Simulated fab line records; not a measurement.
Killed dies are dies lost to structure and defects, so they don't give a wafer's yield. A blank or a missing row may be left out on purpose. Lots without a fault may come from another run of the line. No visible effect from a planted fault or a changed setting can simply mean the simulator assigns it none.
Matching of chambers | flow n5_finfet | 3 sister chambers for N5_BEOL_M5_ILD_DEP_00 on pecvd-01
The step deposits SiCOH lowk from DEMS/porogen, target thk 140.64 nm, time 25.9 s. 5 wafers are shown with their chamber, then 9 later ones without.

== WAFERS WITH THEIR CHAMBER ==
wafer  | chamber | throttle_valve_pct (%) | showerhead_plenum_p_Torr (Torr)
L085.3 | 2       | 13.5                   | 5.764
L085.5 | 2       | 13.6                   | 5.747
L089.3 | 0       | 14.3                   | 5.718
L089.5 | 0       | 13.9                   | 5.742
L089.6 | 1       | 15.0                   | 5.774

== WAFERS WHOSE CHAMBER IS MISSING ==
wafer  | throttle_valve_pct (%) | showerhead_plenum_p_Torr (Torr)
L092.1 | 13.9                   | 5.724
L092.2 | 15.0                   | 5.760
L092.4 | 14.4                   | 5.714
L096.2 | 15.0                   | 5.757
L096.4 | 12.5                   | 5.747
L096.6 | 14.9                   | 5.767
L097.3 | 15.0                   | 5.750
L097.5 | 14.9                   | 5.759
L097.6 | 14.2                   | 5.724

== EACH ONE'S CHAMBER ==
wafer  | from the rows above     | in truth
L092.1 | can't be placed: 0 or 2 | 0
L092.2 | 1                       | 1
L092.4 | 0                       | 0
L096.2 | 1                       | 1
L096.4 | 2                       | 2
L096.6 | 1                       | 1
L097.3 | 1                       | 1
L097.5 | 1                       | 1
L097.6 | 0                       | 0
Correct placement for 8 of the 9. Not placeable from these rows: 1 (in 1, the candidates include the true chamber). 0 placed wrongly.
How it was worked out, from the rows above alone: a wafer's distance from a chamber is the root of the sum, over the readings, of the square of ((its reading less the chamber's mean) divided by the reading's scatter). If the next closest chamber is less than 2 further off than the closest, the wafer can't be placed; otherwise it belongs to the closest. A chamber's mean is the mean of its shown wafers. The scatter is the square root of a quotient: the sum, over the shown wafers, of each reading's squared deviation from its chamber's mean, divided by wafers minus chambers.
